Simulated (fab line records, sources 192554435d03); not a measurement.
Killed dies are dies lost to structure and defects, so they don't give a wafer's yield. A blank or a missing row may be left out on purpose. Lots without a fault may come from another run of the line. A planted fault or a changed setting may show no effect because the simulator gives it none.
fab line records | flow n5_finfet
record lots=7 wafers=39
route steps=1938 shown FIN_SAQP@96 HKMG_FIN@413 MOL_CONTACT_COAG@563
start_h: hours from the record's first day to the start of the lot's first wafer shown | wait_h: hours since the lot's step before | " the same as in the row above | L1.1+2: a row that stands for several wafers | - no value, or no start given | * or withheld: withheld | < > ~ a bound
route shown NAME@n: a module of which the file shows steps, and the number in the route of the first | usual: mean/standard deviation of fault-free wafers | same: alike in all rows | chamber/n: place in a boat | sites: the reading at each site | _std_site: their standard deviation | _edge_site: outer sites' mean less inner sites' | radius_mm: how far each site lies from the wafer's centre | mask NAME#n: copy n | behind: the tool/chamber that last shaped the wafer | hold: why the lot was held/for how many hours/how that ended | device: the transistor (n, p or np) that didn't switch | end of line: the same wafers' tests at the end of the route | a step without rows: its recipe alone | killed: dies lost to structure and defects at the first sort, not the wafer's yield | map: a wafer's dies, x killed, . not, _ none there
set.NAME: the setting as run; set.NAME@STEP: as run at that earlier step | model.NAME: the simulator's own value behind a step, which no gauge read
lots whose settings were changed on purpose; a table a step, a row a wafer
## steps
# step N5_FIN_SAQP_HM_DEP_03
# recipe material=SiNx target_thk_a=380 temp_c=400 precursor=SiH4/NH3/N2 pressure_torr=1.5 rf_w=300 time_s=33.6
# columns lot.wafer tool chamber start_h wait_h set.target_thk_a model.SiNx_of_FIN_SAQP_HM_DEP_03.thk_nm
L078.1 pecvd-01 1 47.84 0.2 557.2 55.45
L078.2 " 2 " " 380 38.57
L078.3 " 2 " " 557.2 56.4
L078.4 " 1 " " 380 38.37
L078.5 " 1 " " 557.2 56.3
L078.6 " 2 " " 380 38.83
L081.1 pecvd-01 1 62.59 0.2 293.6 29.35
L081.2 " 2 " " 293.6 29.61
L081.3 " 2 " " 380 38.27
L081.4 " 1 " " 380 38.34
L081.5 " 2 " " 293.6 29.71
L081.6 " 1 " " 380 38.32
L083.1 pecvd-04 0 75.26 0.2 534 52.88
L083.2 " 1 " " 534 53.19
L083.3 " 2 " " 380 38.43
L083.4 " 1 " " 380 38.49
L083.5 " 2 " " 534 54.39
L083.6 " 0 " " 380 38.29
L086.1 pecvd-04 2 93.54 0.2 380 38.61
L086.2 " 1 " " 380 38.05
L086.3 " 0 " " 380 37.42
L086.4 " 2 " " 380 38.83
L086.5 " 0 " " 380 37.92
L086.6 " 1 " " 380 38.38
L091.1 pecvd-03 1 124.24 0.2 380 38.05
L091.4 " 2 " " 380 38.32
L091.6 " 1 " " 380 38.5
L092.1 pecvd-04 0 130.26 0.2 380 37.56
L092.2 " 2 " " 380 38.22
L092.3 " 1 " " 380 37.7
L092.4 " 0 " " 380 37.72
L092.5 " 1 " " 380 38.15
L092.6 " 2 " " 380 38.07
L096.1 pecvd-01 0 154.01 0.2 380 37.16
L096.2 " 1 " " 380 36.99
L096.3 " 2 " " 380 38.08
L096.4 " 2 " " 380 38.51
L096.5 " 1 " " 380 37.54
L096.6 " 0 " " 380 37.1
# step N5_FIN_SAQP_THK_MEAS_05
# usual thk_nm=38.2/0.52
# columns lot.wafer tool chamber start_h wait_h set.target_thk_a@FIN_SAQP_HM_DEP_03 thk_nm
L078.1 film_metro-01 - 47.95 0.1 557.2 55.4
L078.2 " - " " 380 38.6
L078.3 " - " " 557.2 56.4
L078.4 " - " " 380 38.3
L078.5 " - " " 557.2 56.3
L078.6 " - " " 380 38.8
L081.1 film_metro-02 - 62.70 0.1 293.6 29.3
L081.2 " - " " 293.6 29.6
L081.3 " - " " 380 38.2
L081.4 " - " " 380 38.4
L081.5 " - " " 293.6 29.7
L081.6 " - " " 380 38.3
L083.1 film_metro-02 - 75.35 0.1 534 52.9
L083.2 " - " " 534 53.2
L083.3 " - " " 380 38.4
L083.4 " - " " 380 38.5
L083.5 " - " " 534 54.4
L083.6 " - " " 380 38.2
L086.1 film_metro-01 - 93.64 0.1 380 38.6
L086.2 " - " " 380 38.0
L086.3 " - " " 380 37.5
L086.4 " - " " 380 38.9
L086.5 " - " " 380 37.9
L086.6 " - " " 380 38.4
L091.1 film_metro-01 - 124.32 0.1 380 38.0
L091.4 " - " " 380 38.3
L091.6 " - " " 380 38.5
L092.1 film_metro-01 - 130.34 0.1 380 37.5
L092.2 " - " " 380 38.3
L092.3 " - " " 380 37.7
L092.4 " - " " 380 37.7
L092.5 " - " " 380 38.2
L092.6 " - " " 380 38.1
L096.1 film_metro-01 - 154.10 0.1 380 37.2
L096.2 " - " " 380 37.0
L096.3 " - " " 380 38.1
L096.4 " - " " 380 38.5
L096.5 " - " " 380 37.6
L096.6 " - " " 380 37.1
# step N5_FIN_SAQP_PECVD_47
# recipe material=a-Si target_thk_a=450 temp_c=400 precursor=SiH4/He pressure_torr=3 rf_w=100 time_s=36.3
# step N5_FIN_SAQP_PECVD_48
# recipe material=SiNx target_thk_a=250 temp_c=400 precursor=SiH4/NH3/N2 pressure_torr=1.5 rf_w=300 time_s=22.1
# step N5_FIN_SAQP_MANDREL2_REMOVE_60
# recipe chemistry=HBr/Cl2/O2 bt_time_s=10 target=a-Si stop_on=SiNx endpoint=OES-SiCl over_etch_frac=1 icp_w=600 bias_w=22 HBr_flow_sccm=150 Cl2_flow_sccm=80 O2_flow_sccm=5 pressure_mtorr=10
# step N5_FIN_SAQP_HM_OPEN_33
# recipe chemistry=CH3F/O2 target=SiNx mask_material=SiO2 target_depth_a=494 time_s=70.6 pressure_mtorr=30 source_w=395 bias_w=73 Ar_flow_sccm=150 CH3F_flow_sccm=30 O2_flow_sccm=20 ion_energy_ev=120 ends=cleared
# usual etch_rf_on_time_s=69.9/1.6
# columns lot.wafer tool chamber start_h wait_h set.target_thk_a@FIN_SAQP_HM_DEP_03 etch_rf_on_time_s model.etch.depth_nm
L078.1 rie_diel-05 3 52.41 0.0 557.2 103.1 54.82
L078.2 " 2 " " 380 69.4 37.92
L078.3 " 0 " " 557.2 103.0 55.77
L078.4 " 2 " " 380 68.7 37.6
L078.5 " 3 " " 557.2 103.7 55.67
L078.6 " 0 " " 380 70.5 38.17
L081.1 rie_diel-04 3 67.25 0.1 293.6 51.6 28.72
L081.2 " 2 " " 293.6 53.5 28.98
L081.3 " 0 " " 380 71.1 37.64
L081.4 " 1 " " 380 71.2 37.53
L081.5 " 0 " " 293.6 54.3 28.9
L081.6 " 1 " " 380 71.4 37.7
L083.1 rie_diel-06 0 80.15 0.1 534 96.6 52.25
L083.2 " 2 " " 534 96.3 52.57
L083.3 " 3 " " 380 69.7 37.8
L083.4 " 1 " " 380 69.0 37.69
L083.5 " 3 " " 534 98.5 53.76
L083.6 " 0 " " 380 68.5 37.66
L086.1 rie_diel-06 0 98.54 0.0 380 70.0 37.98
L086.2 " 1 " " 380 67.7 37.24
L086.3 " 3 " " 380 67.2 36.8
L086.4 " 2 " " 380 70.2 38.21
L086.5 " 1 " " 380 67.9 37.11
L086.6 " 2 " " 380 69.4 37.75
L091.1 rie_diel-05 0 129.91 0.1 380 69.8 37.42
L091.4 " 2 " " 380 70.7 37.59
L091.6 " 0 " " 380 71.1 37.87
L092.1 rie_diel-05 3 135.71 0.0 380 70.0 36.93
L092.2 " 0 " " 380 70.1 37.59
L092.3 " 2 " " 380 69.2 36.88
L092.4 " 3 " " 380 70.5 37.09
L092.5 " 0 " " 380 69.3 37.34
L092.6 " 2 " " 380 70.2 37.44
L096.1 rie_diel-06 0 159.35 0.1 380 66.3 36.54
L096.2 " 2 " " 380 66.7 36.34
L096.3 " 1 " " 380 67.7 37.31
L096.4 " 3 " " 380 69.4 37.88
L096.5 " 2 " " 380 66.8 36.88
L096.6 " 3 " " 380 66.0 36.47
# step N5_FIN_SAQP_ETCH_34
# recipe chemistry=C4F6/O2 target=SiO2 target_depth_a=450 time_s=15 ion_energy_ev=250 pressure_mtorr=30 source_w=345 bias_w=185 Ar_flow_sccm=300 C4F6_flow_sccm=10 O2_flow_sccm=10 ends=cleared
# step N5_FIN_SAQP_STRIP_77
# recipe chemistry=N2/H2 time_s=90 power_w=100 temp_c=40 pressure_mtorr=100 rf_frequency_hz=6e+07 bias_power_w=3 n2_flow_sccm=300 h2_flow_sccm=300
# step N5_FIN_SAQP_ETCH_64
# recipe chemistry=CF4 target=SiO2 target_depth_a=15 ion_energy_ev=350 pressure_mtorr=10 icp_w=800 bias_w=400 cf4_flow_sccm=80
# step N5_FIN_SAQP_FIN_ETCH_36
# recipe chemistry=HBr/Cl2/O2 target_depth_a=1200 mask_material=SiNx time_s=50.4 bias_w=102 pressure_mtorr=10 icp_w=800 HBr_flow_sccm=150 Cl2_flow_sccm=80 O2_flow_sccm=12
# columns lot.wafer tool chamber start_h wait_h set.target_thk_a@FIN_SAQP_HM_DEP_03 model.SiNx_of_FIN_SAQP_HM_DEP_03.thk_nm
L078.1 rie_si-06 1 52.70 0.0 557.2 38.8
L078.2 " 3 " " 380 21.6
L078.3 " 2 " " 557.2 39.2
L078.4 " 0 " " 380 20.8
L078.5 " 1 " " 557.2 39.6
L078.6 " 2 " " 380 21.8
L081.1 rie_si-04 1 67.54 0.0 293.6 12.2
L081.2 " 2 " " 293.6 12.4
L081.3+4 " 3,0 " " 380 21.6
L081.5 " 0 " " 293.6 13
L081.6 " 1 " " 380 21.4
L083.1 rie_si-04 0 80.43 0.0 534 36.2
L083.2 " 3 " " 534 36.6
L083.3+4 " 2,1 " " 380 21.2
L083.5 " 3 " " 534 37.8
L083.6 " 2 " " 380 21
L086.1+6 rie_si-06 3,1 98.83 0.0 380 21.8
L086.2 " 0 " " 380 20.4
L086.3 " 1 " " 380 21
L086.4 " 2 " " 380 22
L086.5 " 2 " " 380 20.8
L091.1 rie_si-06 2 130.20 0.0 380 21.2
L091.4 " 3 " " 380 21.4
L091.6 " 2 " " 380 21.6
L092.1 rie_si-02 1 136.00 0.0 380 21.2
L092.2 " 3 " " 380 21.6
L092.3 " 0 " " 380 20.6
L092.4+5 " 2,0 " " 380 21
L092.6 " 1 " " 380 21.8
L096.1+5+6 rie_si-02 1,3,1 159.63 0.0 380 20.8
L096.2 " 2 " " 380 20.2
L096.3 " 3 " " 380 21.2
L096.4 " 2 " " 380 22
# step N5_HKMG_FIN_CVD_62
# recipe material=a-Si target_thk_a=30 temp_c=500 precursor=Si2H6 pressure_torr=1 time_s=20.8
# columns lot.wafer tool chamber start_h wait_h set.time_s model.a-Si_of_HKMG_FIN_CVD_62.thk_nm
L078.1 thermal_cvd_si-02 1 104.95 0.2 20.8 2.8
L078.2+4 " 2 " " 20.8 3
L078.3+5+6 " 0,0,1 " " 28.44 4
L081.1 thermal_cvd_si-02 1 116.11 0.2 20.8 3.2
L081.2+6 " 2,1 " " 32.71 4.8
L081.3 " 0 " " 32.71 5
L081.4+5 " 2,0 " " 20.8 3
L083.1+5 thermal_cvd_si-01 2,1 132.44 0.2 15.01 2.2
L083.2 " 0 " " 20.8 3.2
L083.3 " 1 " " 15.01 2.4
L083.4+6 " 0,2 " " 20.8 3
L086.1+5 thermal_cvd_si-02 0,1 146.10 0.2 20.8 3
L086.2 " 1 " " 15.5 2
L086.3 " 2 " " 20.8 2.8
L086.4+6 " 2,0 " " 15.5 2.2
L091.1+4+6 thermal_cvd_si-01 0,2,0 178.55 0.2 20.8 3
L092.1+2+5 thermal_cvd_si-02 1,2,0 186.36 0.2 20.8 3
L092.3+4+6 " 0,1,2 " " 24.99 3.6
L096.1+2 thermal_cvd_si-02 0,1 211.00 0.2 8.599 1.4
L096.3+4 " 2 " " 20.8 3
L096.5 " 1 " " 8.599 1.2
L096.6 " 0 " " 20.8 3.2
# step N5_MOL_CONTACT_COAG_PECVD_31
# recipe material=SiO2 target_thk_a=460 temp_c=400 precursor=TEOS/O2 pressure_torr=6.5 rf_w=withheld teos_flow_sccm=withheld gas=O2 flow_sccm=2650 time_s=8.9
# columns lot.wafer tool chamber start_h wait_h set.time_s model.SiO2_of_MOL_CONTACT_COAG_PECVD_31.thk_nm
L078.1+4 pecvd-03 1 132.00 0.3 8.9 46.6
L078.2 " 2 " " 8.9 45.6
L078.3 " 0 " " 8.9 44.8
L078.5 " 0 " " 8.9 46
L078.6 " 2 " " 8.9 46.8
L081.1 pecvd-03 2 140.84 0.3 8.9 45.2
L081.2 " 1 " " 8.9 45
L081.3 " 0 " " 8.9 44.8
L081.4 " 2 " " 8.9 45.8
L081.5 " 1 " " 8.9 46
L081.6 " 0 " " 8.9 45.4
L083.1 pecvd-04 1 157.17 0.3 8.9 45.4
L083.2 " 0 " " 8.9 45.6
L083.3 " 2 " " 3.64 19
L083.4 " 0 " " 8.9 46
L083.5 " 1 " " 3.64 19.4
L083.6 " 2 " " 3.64 19.8
L086.1 pecvd-01 2 169.01 0.3 8.9 46
L086.2 " 1 " " 8.9 46.2
L086.3 " 1 " " 13.19 68
L086.4 " 2 " " 13.19 67.6
L086.5 " 1 " " 8.9 47.2
L086.6 " 2 " " 13.19 68.2
L091.1 pecvd-04 1 200.75 0.3 8.9 45.4
L091.4 " 1 " " 8.9 46.2
L091.6 " 0 " " 8.9 46.6
L092.1 pecvd-03 1 210.77 0.3 4.932 26
L092.2 " 0 " " 4.932 25.4
L092.3 " 0 " " 8.9 45.6
L092.4 " 1 " " 8.9 46
L092.5 " 0 " " 8.9 45.2
L092.6 " 1 " " 4.932 25.8
L096.1 pecvd-03 0 237.40 0.3 14.01 69.4
L096.2 " 1 " " 8.9 45.4
L096.3 " 2 " " 8.9 45
L096.4 " 2 " " 8.9 45.8
L096.5 " 1 " " 14.01 71.2
L096.6 " 0 " " 14.01 70.8
# step N5_MOL_CONTACT_COAG_COAT_75
# recipe resist=SOC temp_c=250 time_s=60 spin_rpm=1500 resist_thk_nm=60
# step N5_MOL_CONTACT_COAG_COAT_76
# recipe resist=SiARC temp_c=220 time_s=60 spin_rpm=1500 resist_thk_nm=10
# step N5_MOL_CONTACT_COAG_ETCHBACK_135
# recipe chemistry=CHF3 target=SiO2 target_depth_a=250 time_s=16.7 ion_energy_ev=200 pressure_mtorr=30 source_w=610 bias_w=170 Ar_flow_sccm=200 CHF3_flow_sccm=50
# step N5_MOL_CONTACT_COAG_STRIP_118
# recipe chemistry=CHF3 resist=SiARC rf_frequency_hz=6e+07
# step N5_MOL_CONTACT_COAG_VIA_ETCH_46
# recipe chemistry=C4F6/O2 target_depth_a=460 overetch_a=92 mask_material=SOC target=SiO2 bias_w=455 pressure_mtorr=10 time_s=40 source_w=325 Ar_flow_sccm=300 C4F6_flow_sccm=10 O2_flow_sccm=10 ion_energy_ev=575.3 ends=end_point
# columns lot.wafer tool chamber start_h wait_h set.time_s@MOL_CONTACT_COAG_PECVD_31 model.etch.depth_nm
L078.1 rie_diel-04 2 133.37 0.0 8.9 46.58
L078.2 " 3 " " 8.9 45.7
L078.3 " 0 " " 8.9 44.85
L078.4 " 1 " " 8.9 46.7
L078.5 " 0 " " 8.9 45.98
L078.6 " 3 " " 8.9 46.83
L081.1 rie_diel-05 2 141.90 0.0 8.9 45.27
L081.2 " 1 " " 8.9 44.94
L081.3 " 3 " " 8.9 44.74
L081.4 " 0 " " 8.9 45.9
L081.5 " 3 " " 8.9 45.92
L081.6 " 0 " " 8.9 45.5
L083.1 rie_diel-05 0 158.56 0.0 8.9 45.39
L083.2 " 2 " " 8.9 45.5
L083.3 " 1 " " 3.64 18.91
L083.4 " 3 " " 8.9 46.05
L083.5 " 2 " " 3.64 19.3
L083.6 " 3 " " 3.64 19.88
L086.1 rie_diel-06 0 170.32 0.0 8.9 46.02
L086.2 " 1 " " 8.9 46.29
L086.3 " 3 " " 13.19 55.42
L086.4 " 2 " " 13.19 55.4
L086.5 " 1 " " 8.9 47.1
L086.6 " 2 " " 13.19 55.78
L091.1 rie_diel-05 0 201.68 0.0 8.9 45.4
L091.4 " 0 " " 8.9 46.1
L091.6 " 1 " " 8.9 46.66
L092.1 rie_diel-04 2 212.05 0.0 4.932 25.9
L092.2 " 0 " " 4.932 25.34
L092.3 " 3 " " 8.9 45.6
L092.4 " 1 " " 8.9 45.98
L092.5 " 0 " " 8.9 45.27
L092.6 " 1 " " 4.932 25.82
L096.1 rie_diel-05 3 239.62 0.0 14.01 54.3
L096.2 " 2 " " 8.9 45.43
L096.3 " 0 " " 8.9 44.97
L096.4 " 1 " " 8.9 45.8
L096.5 " 0 " " 14.01 54.69
L096.6 " 3 " " 14.01 53.91
# step N5_MOL_CONTACT_COAG_STRIP_96
# recipe chemistry=N2/H2 power_w=500 temp_c=40 pressure_mtorr=50 rf_frequency_hz=6e+07 overash_fraction=0.3 bias_power_w=28 h2_frac=0.5 n2_flow_sccm=300 h2_flow_sccm=300
# step N5_MOL_CONTACT_COAG_ETCH_47
# recipe chemistry=CH3F/O2 target=SiNx target_depth_a=270 mask_material=SiO2 stop_on=W over_etch_frac=0.2 ion_energy_ev=120 endpoint=OES-CN pressure_mtorr=30 source_w=395 bias_w=73 Ar_flow_sccm=150 CH3F_flow_sccm=30 O2_flow_sccm=20 ends=end_point
# usual etch_rf_on_time_s=31.2/0.58
# columns lot.wafer tool chamber start_h wait_h set.time_s@MOL_CONTACT_COAG_PECVD_31 etch_rf_on_time_s model.etch.over_etch_s
L078.1 rie_diel-04 2 133.47 0.0 8.9 31.6 5.267
L078.2 " 3 " " 8.9 30.4 5.065
L078.3 " 0 " " 8.9 32.0 5.337
L078.4 " 1 " " 8.9 32.1 5.354
L078.5 " 0 " " 8.9 31.8 5.293
L078.6 " 3 " " 8.9 30.7 5.109
L081.1 rie_diel-05 2 142.01 0.0 8.9 31.0 5.172
L081.2 " 1 " " 8.9 31.5 5.246
L081.3 " 3 " " 8.9 31.8 5.297
L081.4 " 0 " " 8.9 31.2 5.21
L081.5 " 3 " " 8.9 31.7 5.278
L081.6 " 0 " " 8.9 31.3 5.21
L083.1 rie_diel-05 0 158.67 0.0 8.9 31.1 5.188
L083.2 " 2 " " 8.9 31.0 5.159
L083.3 " 1 " " 3.64 31.6 5.259
L083.4 " 3 " " 8.9 31.7 5.293
L083.5 " 2 " " 3.64 30.9 5.155
L083.6 " 3 " " 3.64 31.8 5.307
L086.1 rie_diel-06 0 170.42 0.0 8.9 30.3 5.053
L086.2 " 1 " " 8.9 30.1 5.02
L086.3 " 3 " " 13.19 50.8 0
L086.4 " 2 " " 13.19 50.8 0
L086.5 " 1 " " 8.9 30.4 5.072
L086.6 " 2 " " 13.19 50.8 0
L091.1 rie_diel-05 0 201.79 0.0 8.9 31.1 5.188
L091.4 " 0 " " 8.9 31.6 5.273
L091.6 " 1 " " 8.9 31.4 5.238
L092.1 rie_diel-04 2 212.15 0.0 4.932 31.8 5.296
L092.2 " 0 " " 4.932 32.5 5.42
L092.3 " 3 " " 8.9 30.7 5.121
L092.4 " 1 " " 8.9 30.4 5.071
L092.5 " 0 " " 8.9 32.4 5.403
L092.6 " 1 " " 4.932 30.6 5.097
L096.1 rie_diel-05 3 239.73 0.0 14.01 50.8 0
L096.2 " 2 " " 8.9 31.1 5.19
L096.3 " 0 " " 8.9 31.6 5.272
L096.4 " 1 " " 8.9 32.0 5.324
L096.5 " 0 " " 14.01 50.8 0
L096.6 " 3 " " 14.01 50.8 0
## key
split step=N5_FIN_SAQP_HM_DEP_03 setting=target_thk_a stated=380 by=wafer
response step=N5_FIN_SAQP_HM_DEP_03 reading=model.SiNx_of_FIN_SAQP_HM_DEP_03.thk_nm change=+0.375 per=1% r=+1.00
response step=N5_FIN_SAQP_THK_MEAS_05 reading=thk_nm change=* per=1% r=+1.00
response step=N5_FIN_SAQP_HM_OPEN_33 reading=etch_rf_on_time_s change=* per=1% r=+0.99
response step=N5_FIN_SAQP_HM_OPEN_33 reading=model.etch.depth_nm change=+0.376 per=1% r=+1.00
response step=N5_FIN_SAQP_FIN_ETCH_36 reading=model.SiNx_of_FIN_SAQP_HM_DEP_03.thk_nm change=+0.386 per=1% r=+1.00
split step=N5_HKMG_FIN_CVD_62 setting=time_s stated=20.8 by=wafer
response step=N5_HKMG_FIN_CVD_62 reading=model.a-Si_of_HKMG_FIN_CVD_62.thk_nm change=+0.0302 per=1% r=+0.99
split step=N5_MOL_CONTACT_COAG_PECVD_31 setting=time_s stated=8.9 by=wafer
response step=N5_MOL_CONTACT_COAG_PECVD_31 reading=model.SiO2_of_MOL_CONTACT_COAG_PECVD_31.thk_nm change=+0.443 per=1% r=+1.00
response step=N5_MOL_CONTACT_COAG_VIA_ETCH_46 reading=model.etch.depth_nm change=+0.305 per=1% r=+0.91
response step=N5_MOL_CONTACT_COAG_ETCH_47 reading=etch_rf_on_time_s shape=bent at_lowest=* at_stated=* at_highest=*
response step=N5_MOL_CONTACT_COAG_ETCH_47 reading=model.etch.over_etch_s shape=bent at_lowest=5.24 at_stated=5.211 at_highest=0
